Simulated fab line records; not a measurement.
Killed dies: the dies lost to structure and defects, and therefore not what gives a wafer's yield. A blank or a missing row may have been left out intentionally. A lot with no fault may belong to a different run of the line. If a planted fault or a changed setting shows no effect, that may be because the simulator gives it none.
Chamber matching | flow nand-harc | cmp-02 running NHARC_A_WL_FILL_CMP_12: 4 sister chambers
The step polishes, t overpolish 30 s, target thk 100 nm. 18 wafers are shown with their chamber, then 9 later ones without.

WAFERS PAIRED WITH THEIR CHAMBERS
wafer  | chamber | motor-current-A (A) | time-to-endpoint-s (s) | overpolish-run-s (s)
L078.2 | 2       | 12.4                | 23                     | 30.005
L078.4 | 1       | 13.3                | 24                     | 29.993
L078.5 | 3       | 12.9                | 18                     | 29.989
L080.4 | 0       | 11.9                | 16                     | 30.006
L080.5 | 2       | 11.9                | 18                     | 30.005
L080.6 | 1       | 13.0                | 18                     | 29.998
L082.4 | 3       | 13.1                | 18                     | 29.994
L082.5 | 0       | 11.5                | 19                     | 30.014
L082.6 | 1       | 13.4                | 26                     | 30.003
L084.2 | 2       | 12.1                | 19                     | 30.002
L084.3 | 0       | 11.5                | 18                     | 29.994
L084.6 | 3       | 12.0                | 13                     | 30.009
L085.1 | 3       | 12.3                | 16                     | 29.988
L085.4 | 0       | 11.2                | 17                     | 30.011
L085.6 | 1       | 14.0                | 24                     | 29.995
L091.1 | 2       | 12.0                | 20                     | 30.009
L091.4 | 3       | 12.5                | 16                     | 29.991
L091.6 | 0       | 11.9                | 19                     | 30.000

SIGNATURES (averages over the wafers above)
reading            | chamber 0 | chamber 1 | chamber 2 | chamber 3 | scatter within a chamber
motor-current-A    | 11.600    | 13.425    | 12.100    | 12.560    | 0.361
time-to-endpoint-s | 17.80     | 23.00     | 20.00     | 16.20     | 2.29
overpolish-run-s   | 30.00500  | 29.99725  | 30.00525  | 29.99420  | 0.00676
Rule: distance of a wafer from a chamber = root of the sum over the readings of ((wafer's reading minus chamber's mean) / reading's scatter) squared. The wafer belongs to the nearest chamber; if the next one is less than 2 further off, it can't be placed. The scatter is the square root of a quotient: the sum, over the shown wafers, of each reading's squared deviation from its chamber's mean, divided by wafers minus chambers.

WAFERS WITHOUT THEIR CHAMBER
wafer  | motor-current-A (A) | time-to-endpoint-s (s) | overpolish-run-s (s)
L090.3 | 11.1                | 19                     | 30.012
L090.5 | 11.9                | 21                     | 29.984
L090.6 | 13.4                | 21                     | 30.011
L094.1 | 12.5                | 21                     | 29.986
L094.3 | 11.2                | 20                     | 29.995
L094.5 | 12.1                | 19                     | 30.006
L096.1 | 11.7                | 17                     | 29.988
L096.4 | 13.2                | 22                     | 30.003
L096.5 | 11.6                | 19                     | 29.997

THE CHAMBER EACH PASSED THROUGH
wafer  | from the rows above               | in truth
L090.3 | can't be placed: 0 or 2           | 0
L090.5 | can't be placed: 3 or 2 or 0 or 1 | 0
L090.6 | can't be placed: 1 or 2 or 3      | 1
L094.1 | can't be placed: 3 or 2 or 1 or 0 | 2
L094.3 | can't be placed: 0 or 2           | 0
L094.5 | can't be placed: 2 or 0           | 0
L096.1 | can't be placed: 0 or 3 or 2      | 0
L096.4 | 1                                 | 1
L096.5 | can't be placed: 0 or 2 or 3      | 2
Placed correctly: 1 of 9. Can't be placed from these rows: 8 (the true chamber is among the candidates in 8). 0 placed wrongly.
